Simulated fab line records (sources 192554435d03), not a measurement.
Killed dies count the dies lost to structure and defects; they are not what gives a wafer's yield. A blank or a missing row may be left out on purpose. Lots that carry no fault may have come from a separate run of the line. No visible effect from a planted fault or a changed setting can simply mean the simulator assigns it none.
Matching of chambers / flow n5-finfet / N5_BEOL_M2_DESCUM_33 on rie-diel-01: 4 sister chambers
The step chemistry O2, time 7 s. 27 wafers are shown with their chamber, then 12 later ones without.

== EACH WAFER AND ITS CHAMBER ==
wafer=L075.1; chamber=3; throttle-valve-pct (%)=20.35; drypump-motor-current-A (A)=5.8; showerhead-plenum-p-Torr (Torr)=2.15
wafer=L075.2; chamber=1; throttle-valve-pct (%)=20.04; drypump-motor-current-A (A)=4.9; showerhead-plenum-p-Torr (Torr)=2.05
wafer=L075.4; chamber=2; throttle-valve-pct (%)=20.25; drypump-motor-current-A (A)=5.5; showerhead-plenum-p-Torr (Torr)=2.09
wafer=L076.1; chamber=1; throttle-valve-pct (%)=20.03; drypump-motor-current-A (A)=4.9; showerhead-plenum-p-Torr (Torr)=2.05
wafer=L076.2; chamber=2; throttle-valve-pct (%)=20.26; drypump-motor-current-A (A)=5.5; showerhead-plenum-p-Torr (Torr)=2.09
wafer=L076.4; chamber=1; throttle-valve-pct (%)=20.05; drypump-motor-current-A (A)=4.9; showerhead-plenum-p-Torr (Torr)=2.05
wafer=L078.1; chamber=0; throttle-valve-pct (%)=20.62; drypump-motor-current-A (A)=5.4; showerhead-plenum-p-Torr (Torr)=2.15
wafer=L078.2; chamber=3; throttle-valve-pct (%)=20.34; drypump-motor-current-A (A)=5.8; showerhead-plenum-p-Torr (Torr)=2.14
wafer=L078.3; chamber=1; throttle-valve-pct (%)=20.04; drypump-motor-current-A (A)=4.9; showerhead-plenum-p-Torr (Torr)=2.04
wafer=L077.1; chamber=0; throttle-valve-pct (%)=20.62; drypump-motor-current-A (A)=5.3; showerhead-plenum-p-Torr (Torr)=2.15
wafer=L077.5; chamber=0; throttle-valve-pct (%)=20.62; drypump-motor-current-A (A)=5.3; showerhead-plenum-p-Torr (Torr)=2.15
wafer=L077.6; chamber=1; throttle-valve-pct (%)=20.05; drypump-motor-current-A (A)=4.8; showerhead-plenum-p-Torr (Torr)=2.04
wafer=L079.1; chamber=3; throttle-valve-pct (%)=20.37; drypump-motor-current-A (A)=5.8; showerhead-plenum-p-Torr (Torr)=2.14
wafer=L079.2; chamber=2; throttle-valve-pct (%)=20.28; drypump-motor-current-A (A)=5.5; showerhead-plenum-p-Torr (Torr)=2.08
wafer=L079.3; chamber=1; throttle-valve-pct (%)=20.06; drypump-motor-current-A (A)=4.9; showerhead-plenum-p-Torr (Torr)=2.04
wafer=L081.1; chamber=0; throttle-valve-pct (%)=20.63; drypump-motor-current-A (A)=5.3; showerhead-plenum-p-Torr (Torr)=2.15
wafer=L081.2; chamber=3; throttle-valve-pct (%)=20.35; drypump-motor-current-A (A)=5.8; showerhead-plenum-p-Torr (Torr)=2.14
wafer=L081.6; chamber=3; throttle-valve-pct (%)=20.36; drypump-motor-current-A (A)=5.7; showerhead-plenum-p-Torr (Torr)=2.14
wafer=L086.2; chamber=2; throttle-valve-pct (%)=20.27; drypump-motor-current-A (A)=5.5; showerhead-plenum-p-Torr (Torr)=2.08
wafer=L086.5; chamber=1; throttle-valve-pct (%)=20.06; drypump-motor-current-A (A)=4.9; showerhead-plenum-p-Torr (Torr)=2.04
wafer=L086.6; chamber=2; throttle-valve-pct (%)=20.29; drypump-motor-current-A (A)=5.5; showerhead-plenum-p-Torr (Torr)=2.08
wafer=L089.1; chamber=0; throttle-valve-pct (%)=20.65; drypump-motor-current-A (A)=5.3; showerhead-plenum-p-Torr (Torr)=2.14
wafer=L089.3; chamber=2; throttle-valve-pct (%)=20.30; drypump-motor-current-A (A)=5.5; showerhead-plenum-p-Torr (Torr)=2.07
wafer=L089.6; chamber=2; throttle-valve-pct (%)=20.29; drypump-motor-current-A (A)=5.5; showerhead-plenum-p-Torr (Torr)=2.07
wafer=L091.1; chamber=0; throttle-valve-pct (%)=20.65; drypump-motor-current-A (A)=5.3; showerhead-plenum-p-Torr (Torr)=2.14
wafer=L091.5; chamber=3; throttle-valve-pct (%)=20.39; drypump-motor-current-A (A)=5.8; showerhead-plenum-p-Torr (Torr)=2.14
wafer=L091.6; chamber=0; throttle-valve-pct (%)=20.66; drypump-motor-current-A (A)=5.4; showerhead-plenum-p-Torr (Torr)=2.14

SIGNATURES, as means of the wafers listed above
reading=throttle-valve-pct; chamber 0=20.6357; chamber 1=20.0471; chamber 2=20.2771; chamber 3=20.3600; scatter within a chamber=0.0162
reading=drypump-motor-current-A; chamber 0=5.329; chamber 1=4.886; chamber 2=5.500; chamber 3=5.783; scatter within a chamber=0.0368
reading=showerhead-plenum-p-Torr; chamber 0=2.1457; chamber 1=2.0443; chamber 2=2.0800; chamber 3=2.1417; scatter within a chamber=0.00599
Rule: for a wafer and a chamber, the distance is found by dividing, reading by reading, the gap between the wafer's reading and the chamber's mean by the reading's scatter, squaring, summing and taking the root. The wafer belongs to the nearest chamber; if the next one is less than 2 further off, it can't be placed. How the scatter is found: for the shown wafers, subtract from each reading the mean of its chamber, square and add these, divide the total by (wafers less chambers), then take the root.

== WAFERS WITHOUT THEIR CHAMBER ==
wafer=L092.1; throttle-valve-pct (%)=20.30; drypump-motor-current-A (A)=5.5; showerhead-plenum-p-Torr (Torr)=2.07
wafer=L092.2; throttle-valve-pct (%)=20.40; drypump-motor-current-A (A)=5.8; showerhead-plenum-p-Torr (Torr)=2.13
wafer=L092.3; throttle-valve-pct (%)=20.68; drypump-motor-current-A (A)=5.4; showerhead-plenum-p-Torr (Torr)=2.14
wafer=L094.2; throttle-valve-pct (%)=20.10; drypump-motor-current-A (A)=4.8; showerhead-plenum-p-Torr (Torr)=2.03
wafer=L094.4; throttle-valve-pct (%)=20.68; drypump-motor-current-A (A)=5.3; showerhead-plenum-p-Torr (Torr)=2.14
wafer=L094.6; throttle-valve-pct (%)=20.30; drypump-motor-current-A (A)=5.5; showerhead-plenum-p-Torr (Torr)=2.07
wafer=L095.1; throttle-valve-pct (%)=20.68; drypump-motor-current-A (A)=5.3; showerhead-plenum-p-Torr (Torr)=2.14
wafer=L095.2; throttle-valve-pct (%)=20.31; drypump-motor-current-A (A)=5.5; showerhead-plenum-p-Torr (Torr)=2.07
wafer=L095.3; throttle-valve-pct (%)=20.40; drypump-motor-current-A (A)=5.8; showerhead-plenum-p-Torr (Torr)=2.13
wafer=L095.4; throttle-valve-pct (%)=20.10; drypump-motor-current-A (A)=4.8; showerhead-plenum-p-Torr (Torr)=2.03
wafer=L095.5; throttle-valve-pct (%)=20.11; drypump-motor-current-A (A)=4.9; showerhead-plenum-p-Torr (Torr)=2.03
wafer=L095.6; throttle-valve-pct (%)=20.31; drypump-motor-current-A (A)=5.5; showerhead-plenum-p-Torr (Torr)=2.07

== THE CHAMBER EACH PASSED THROUGH ==
wafer=L092.1; from the rows above=2; in truth=2
wafer=L092.2; from the rows above=3; in truth=3
wafer=L092.3; from the rows above=0; in truth=0
wafer=L094.2; from the rows above=1; in truth=1
wafer=L094.4; from the rows above=0; in truth=0
wafer=L094.6; from the rows above=2; in truth=2
wafer=L095.1; from the rows above=0; in truth=0
wafer=L095.2; from the rows above=2; in truth=2
wafer=L095.3; from the rows above=3; in truth=3
wafer=L095.4; from the rows above=1; in truth=1
wafer=L095.5; from the rows above=1; in truth=1
wafer=L095.6; from the rows above=2; in truth=2
Correct placement for 12 of the 12. Can't be placed from these rows: 0. Wrongly placed: 0.
